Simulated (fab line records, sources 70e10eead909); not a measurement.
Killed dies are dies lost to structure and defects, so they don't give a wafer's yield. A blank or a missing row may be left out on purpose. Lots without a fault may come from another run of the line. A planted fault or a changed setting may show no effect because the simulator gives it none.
A struck lot beside a sound one | flow nand_harc | 15 steps out of a route of 1302
Sound: wafers L986.2, L986.4, L986.5. Struck: wafers L983.3, L983.5, L983.6. The cause comes at the end.
At each step with rows: each side's tool, then ch and its chambers, then its first start. Under that, the readings that differ: sound wafers | struck wafers | difference of the means | sigmas: that difference in standard deviations of wafers without a fault.
alike: readings whose means differ by less than 2 such deviations, and words and numbers that are the same on both sides. not compared: withheld readings, readings that some wafer has no value for, bounds like >300 that may hide the same value, and numbers for which the record gives no deviation and whose values overlap.
The two part at a step that has a row with sigmas, a row that says differs or no value, or rows on one side only. Numbers that don't overlap but have no deviation are shown without sigmas and don't part them. A reading that every wafer of one side lacks parts them only if that side has two wafers or more.

NHARC_A_CHANNEL_HOLE_D2_ETCH_38: etches the open film in CF4, target depth 39 nm, time 65 s.
  sound on rie_diel-03 ch 0,2,3, day 17 22:47; struck on rie_diel-03 ch 1,2, day 16 06:42
  reading      | sound             | struck            | difference | sigmas
  rf_vpp_V (V) | 152.4 152.5 150.7 | 148.8 151.5 147.1 | -2.7       | -2
  alike: bias_w, cf4_flow_sccm, drypump_motor_current_A, oes_product_au, showerhead_plenum_p_Torr, throttle_valve_pct
  not compared: rf_hours_counter_h
then, 1 step without rows for these wafers: NHARC_A_CHANNEL_HOLE_D2_ETCH_39 (etches the open film in N2/H2, target depth 260 nm, time 325 s).
NHARC_A_CHANNEL_HOLE_D2_ETCH_34: etches the open film in CF4/CHF3, target depth 154 nm, time 77 s.
  sound on rie_diel-03 ch 1,3; struck on rie_diel-03 ch 0,1,2
  alike: bias_w, cf4_flow_sccm, drypump_motor_current_A, oes_product_au, rf_vpp_V, showerhead_plenum_p_Torr, throttle_valve_pct
  not compared: rf_hours_counter_h
then, 1 step without rows for these wafers: NHARC_A_CHANNEL_HOLE_D2_ETCH_16 (etches the open film in O2/COS, target depth 3100 nm, time 806 s).
NHARC_A_CHANNEL_HOLE_D2_CD_MEAS_18:
  sound on cd_sem-03, day 17 23:48; struck on cd_sem-01, day 16 07:43
  alike: cd_nm
then, 1 step without rows for these wafers: NHARC_A_CHANNEL_HOLE_D2_ETCH_19 (etches the open film in C4F8/O2/Ar, time 34.5 s).
NHARC_A_CHANNEL_HOLE_D2_ETCH_20: etches the open film in C4F8/O2/Ar, time 361.9 s, target depth 1600 nm.
  sound on har_etch-02 ch 1, day 18 00:02; struck on har_etch-01 ch 0,1, day 16 11:18
  reading                     | sound       | struck      | difference | sigmas
  drypump_motor_current_A (A) | 5.1 5.1 5.1 | 6.2 6.2 5.9 | +1.0       | +2
  alike: c4f8_flow_sccm, chamber_pressure_mTorr, showerhead_plenum_p_Torr, throttle_valve_pct
  not compared: rf_hours_counter_h
then, 4 steps without rows for these wafers: NHARC_A_CHANNEL_HOLE_D2_ETCH_21 (etches the open film in C4F8/O2/Ar, time 514.3 s, target depth 1600 nm); NHARC_A_CHANNEL_HOLE_D2_ETCH_22 (etches the open film in C4F8/O2/Ar, time 666.7 s, target depth 1600 nm); NHARC_A_CHANNEL_HOLE_D2_ETCH_23 (etches the open film in C4F8/O2/Ar, time 819 s, target depth 1600 nm); NHARC_A_CHANNEL_HOLE_D2_ETCH_24 (etches the open film in C4F8/O2/Ar, time 906.2 s, target depth 1500 nm).
NHARC_A_CHANNEL_HOLE_D2_ETCH_25: etches the open film in C4F8/O2/Ar, time 1040.2 s, target depth 1500 nm.
  sound on har_etch-02 ch 1, day 18 02:57; struck on har_etch-01 ch 0,1, day 16 14:23
  reading                     | sound       | struck      | difference | sigmas
  drypump_motor_current_A (A) | 5.1 5.1 5.1 | 6.2 6.2 5.8 | +1.0       | +2
  alike: c4f8_flow_sccm, chamber_pressure_mTorr, showerhead_plenum_p_Torr, throttle_valve_pct
  not compared: rf_hours_counter_h
NHARC_A_CHANNEL_HOLE_D2_ETCH_26: etches the open film in C4F8/O2/Ar, time 224.1 s, target depth 300 nm.
  sound on har_etch-02 ch 1, day 18 03:43; struck on har_etch-01 ch 0,1, day 16 14:55
  no value came back on the struck wafers for any of 5 readings (bias_v (V), c4f8_flow_sccm (sccm) and others); on the sound wafers bias_v (V) reads 301 299 299
  not compared: rf_hours_counter_h
NHARC_A_CHANNEL_HOLE_D2_ETCH_27: etches the open film in C4F8/O2/Ar, time 90 s, target depth 400 nm.
  sound on har_etch-02 ch 1, day 18 03:55; struck on har_etch-01 ch 0,1, day 16 15:07
  alike: bias_v, c4f8_flow_sccm, drypump_motor_current_A, showerhead_plenum_p_Torr, throttle_valve_pct
  not compared: rf_hours_counter_h
-- the record jumps here: 12 days lie between the struck wafers' starts before and after (it left off in module A_CHANNEL_HOLE_D2 and takes up again in module END, whose first step shown is number 1302 of the route) --
NHARC_END_SORT_01:
  the record has rows for the struck wafers here (prober-01 ch 0, day 28 07:20) and none for the sound ones

WHERE THEY PART
First at NHARC_A_CHANNEL_HOLE_D2_ETCH_38; last, within this record, at NHARC_END_SORT_01.

WHY: what the simulator had put in
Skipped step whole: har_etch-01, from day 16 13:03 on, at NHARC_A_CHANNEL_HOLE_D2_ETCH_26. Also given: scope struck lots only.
